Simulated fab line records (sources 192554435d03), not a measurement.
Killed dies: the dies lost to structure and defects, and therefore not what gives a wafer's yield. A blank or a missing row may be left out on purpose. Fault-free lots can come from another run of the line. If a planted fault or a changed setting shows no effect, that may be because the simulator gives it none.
Which tool did it?    flow n5 finfet    27 wafers from 9 lots sampled at 6 of the route's 1938 steps

## WHAT THE GAUGES READ, wafer by wafer
N5_BEOL_M2_INSPECT_13: inspects for defects (brightfield). Usual: raw defect count at 385, with a standard deviation of 77.
lot   measured      on                 raw defect count  flag
L581  day 7 02:52   defect inspect-02  262 347 353       
L584  day 7 17:34   defect inspect-01  389 360 375       
L588  day 8 13:24   defect inspect-01  428 442 253       
L590  day 9 17:29   defect inspect-01  290 241 242       
L591  day 9 19:39   defect inspect-01  321 372 321       
L596  day 10 13:35  defect inspect-02  407 363 388       
L598  day 11 09:50  defect inspect-02  400 356 312       
L600  day 12 03:47  defect inspect-02  1494 1437 1351    OFF
L601  day 12 04:04  defect inspect-01  1219 1343 1248    OFF

N5_BEOL_M4_RC_MEAS_101. Usual: DIBL_N 36.0 mV/V, standard deviation 2.5; DIBL_P 36.2 mV/V, standard deviation 3; IOFF_N 0.16 nA/um, standard deviation 0.044; IOFF_P 0.21 nA/um, standard deviation 0.049; ION_N 671 uA/um, standard deviation 15; ION_P 461 uA/um, standard deviation 8.7; SS_N 71.5 mV/dec, standard deviation 0.72; SS_P 73.4 mV/dec, standard deviation 0.9; VT_N 251 mV, standard deviation 4.4; VT_P -250 mV, standard deviation 4.
lot   measured      on         DIBL_N (mV/V)   DIBL_P (mV/V)   IOFF_N (nA/um)  IOFF_P (nA/um)  ION_N (uA/um)  ION_P (uA/um)  SS_N (mV/dec)   SS_P (mV/dec)   VT_N (mV)    VT_P (mV)       flag
L581  day 8 21:15   prober-02  34.6 33.6 33.5  36.4 35.3 35.5  0.13 0.13 0.13  0.19 0.17 0.18  652 660 652    449 452 447    71.9 71.7 72.0  73.2 73.2 73.0  254 253 254  -252 -253 -255  
L584  day 9 23:35   prober-01  37.4 38.0 38.5  38.6 39.2 39.4  0.19 0.19 0.20  0.24 0.25 0.24  694 670 678    470 454 457    72.2 72.3 72.9  73.8 73.3 74.5  249 250 249  -247 -252 -251  
L588  day 10 06:41  prober-01  34.1 36.0 37.1  32.0 35.3 37.1  0.11 0.13 0.15  0.14 0.16 0.20  661 658 654    453 450 455    70.8 71.4 72.1  72.9 73.9 74.2  259 255 251  -259 -258 -254  
L590  day 11 04:19  prober-02  35.8 38.2 35.3  35.0 37.5 33.7  0.13 0.17 0.13  0.19 0.22 0.18  662 672 662    459 463 464    71.5 72.1 71.2  73.2 73.5 72.7  253 249 252  -253 -247 -252  
L591  day 11 11:53  prober-02  36.6 38.0 30.6  36.2 37.7 28.6  0.16 0.18 0.08  0.21 0.22 0.11  666 680 656    452 460 446    71.6 71.9 70.4  73.5 74.1 71.3  252 249 259  -250 -253 -260  
L596  day 12 07:01  prober-02  37.8 34.2 38.7  37.9 32.6 38.6  0.20 0.12 0.23  0.22 0.15 0.25  691 660 700    461 448 463    71.4 71.2 72.4  74.0 72.5 74.3  245 254 243  -252 -254 -251  
L598  day 12 21:49  prober-01  35.9 34.4 36.0  37.7 35.8 37.3  0.18 0.14 0.18  0.26 0.22 0.24  676 655 677    469 460 469    71.0 70.9 72.3  73.7 73.8 73.8  248 255 248  -244 -248 -247  
L600  day 13 18:57  prober-02  36.2 33.7 39.4  37.6 33.4 39.8  0.16 0.11 0.22  0.25 0.17 0.28  674 657 694    477 453 471    71.6 71.6 73.2  73.7 72.2 73.9  250 256 243  -247 -254 -246  
L601  day 13 21:25  prober-01  36.4 39.7 34.3  36.3 40.5 32.5  0.17 0.26 0.13  0.25 0.34 0.18  678 698 672    473 475 460    72.1 72.2 70.5  73.6 74.3 72.5  251 242 251  -248 -244 -249  

## EACH LOT AND THE TOOL THAT RAN IT (in order: tool; ch and the chambers of the sampled wafers; start)
lot   N5_BEOL_M1_SPUTTER_96         N5_BEOL_M2_PECVD_72              N5_BEOL_M2_HM_DEP_02          N5_BEOL_M2_STRIP_66
L581  pvd sputter-02, day 7 00:44   pecvd-04 ch 0,2, day 7 01:58     pvd sputter-02, day 7 02:23   rie diel-02 ch 0,1, day 7 03:07
L584  pvd sputter-02, day 7 12:52   pecvd-04 ch 0,2, day 7 14:05     pvd sputter-03, day 7 17:04   rie diel-05 ch 2,3, day 7 17:49
L588  pvd sputter-01, day 8 10:38   pecvd-01 ch 0,1, day 8 11:50     pvd sputter-01, day 8 12:44   rie diel-05 ch 0,2, day 8 13:39
L590  pvd sputter-03, day 9 14:53   pecvd-04 ch 0,1, day 9 16:07     pvd sputter-01, day 9 17:01   rie diel-05 ch 1,2,3, day 9 18:11
L591  pvd sputter-03, day 9 16:44   pecvd-01 ch 0,1,2, day 9 18:07   pvd sputter-02, day 9 19:02   rie diel-05 ch 0,1,2, day 9 20:32
L596  pvd sputter-03, day 10 08:34  pecvd-04 ch 0,1, day 10 09:48    pvd sputter-01, day 10 13:05  rie diel-02 ch 1,3, day 10 13:56
L598  pvd sputter-03, day 11 06:31  pecvd-04 ch 0,1,2, day 11 07:46  pvd sputter-02, day 11 09:20  rie diel-05 ch 0,1,2, day 11 10:04
L600  pvd sputter-03, day 12 01:13  pecvd-01 ch 0,1, day 12 02:30    pvd sputter-01, day 12 03:10  rie diel-01 ch 0,2,3, day 12 04:35
L601  pvd sputter-01, day 12 01:29  pecvd-01 ch 0,2, day 12 02:52    pvd sputter-01, day 12 03:27  rie diel-02 ch 0,1,2, day 12 04:40
- N5_BEOL_M1_SPUTTER_96: material Cu, target thk 4.5 nm, time 8.29 s.
- N5_BEOL_M2_PECVD_72: deposits SiO2 from TEOS/O2, target thk 16 nm, time 18 s.
- N5_BEOL_M2_HM_DEP_02: deposits TiN, target thk 20 nm.
- N5_BEOL_M2_STRIP_66: strips in CF4.

## WHAT THE TOOLS THEMSELVES READ (means of the sampled wafers that have a number; where no wafer has one, the mark that the record gives instead)
N5_BEOL_M1_SPUTTER_96. Usual: throttle valve pct at 29.7 %, with a standard deviation of 0.87.
lot   tool            throttle valve pct (%)  flag
L581  pvd sputter-02  30.0                    
L584  pvd sputter-02  30.2                    
L588  pvd sputter-01  30.1                    
L590  pvd sputter-03  30.2                    
L591  pvd sputter-03  30.3                    
L596  pvd sputter-03  29.4                    
L598  pvd sputter-03  29.5                    
L600  pvd sputter-03  29.5                    
L601  pvd sputter-01  28.5                    

N5_BEOL_M2_PECVD_72. Usual: heater power w 708 W, standard deviation 140; showerhead plenum p Torr 8.78 Torr, standard deviation 0.055; throttle valve pct 22.1 %, standard deviation 0.79.
lot   tool      heater power w (W)  showerhead plenum p Torr (Torr)  throttle valve pct (%)  flag
L581  pecvd-04  783                 8.70                             23.0                    
L584  pecvd-04  728                 8.73                             22.6                    
L588  pecvd-01  666                 8.80                             22.3                    
L590  pecvd-04  653                 8.77                             22.4                    
L591  pecvd-01  700                 8.79                             22.6                    
L596  pecvd-04  662                 8.77                             22.5                    
L598  pecvd-04  686                 8.73                             22.3                    
L600  pecvd-01  813                 8.77                             22.2                    
L601  pecvd-01  740                 8.75                             22.9                    

N5_BEOL_M2_HM_DEP_02. Usual: throttle valve pct at 29.7 %, with a standard deviation of 0.87.
lot   tool            throttle valve pct (%)  flag
L581  pvd sputter-02  30.3                    
L584  pvd sputter-03  28.7                    
L588  pvd sputter-01  29.7                    
L590  pvd sputter-01  29.3                    
L591  pvd sputter-02  30.0                    
L596  pvd sputter-01  29.1                    
L598  pvd sputter-02  30.1                    
L600  pvd sputter-01  29.7                    
L601  pvd sputter-01  29.4                    

N5_BEOL_M2_STRIP_66. Usual: drypump motor current A 5.8 A, standard deviation 0.47; oes product au 0.74 a.u., standard deviation 0.068; rf vpp V 271.1 V, standard deviation 1.4; showerhead plenum p Torr 1.79 Torr, standard deviation 0.051; throttle valve pct 13.73 %, standard deviation 0.23.
lot   tool         drypump motor current A (A)  oes product au (a.u.)  rf vpp V (V)  showerhead plenum p Torr (Torr)  throttle valve pct (%)  flag
L581  rie diel-02  5.5                          0.74                   270.4         1.77                             13.77                   
L584  rie diel-05  5.7                          0.70                   271.7         1.82                             13.69                   
L588  rie diel-05  6.2                          0.74                   269.5         1.76                             13.77                   
L590  rie diel-05  5.4                          0.69                   271.4         1.82                             13.78                   
L591  rie diel-05  5.7                          0.71                   271.0         1.78                             13.83                   
L596  rie diel-02  5.9                          0.77                   270.0         1.72                             13.54                   
L598  rie diel-05  5.6                          0.70                   270.6         1.78                             13.87                   
L600  rie diel-01  5.9                          0.79                   272.1         1.84                             13.74                   
L601  rie diel-02  5.6                          0.73                   270.9         1.77                             13.78                   

## THE ANSWER, worked out from the rows above alone
Rule: a lot is off if the mean of its wafers that have a number lies more than 3 standard deviations from the usual mean. Also off: a lot with no number at a reading for which 4 or more lots have one. All remaining lots with rows at the step are treated as sound. Order of review: gauges by route order, followed by the tools' own readings, for which a lot's mean as printed above is used. At the first step where some lot is off, the reading lying furthest off is the one used; lots without a number count as furthest.
Off, at N5_BEOL_M2_INSPECT_13 on raw defect count: L600, L601.
A tool fits if, at a process step before that reading, it ran every lot that is off, and no sound lot after the first of them. Gauges at N5_BEOL_M2_INSPECT_13: tried the same way as those tools. This does not decide it: 2 tools fit, namely pecvd-01 at N5_BEOL_M2_PECVD_72 and pvd sputter-01 at N5_BEOL_M2_HM_DEP_02.

## WHAT HAD BEEN PUT IN BY THE SIMULATOR
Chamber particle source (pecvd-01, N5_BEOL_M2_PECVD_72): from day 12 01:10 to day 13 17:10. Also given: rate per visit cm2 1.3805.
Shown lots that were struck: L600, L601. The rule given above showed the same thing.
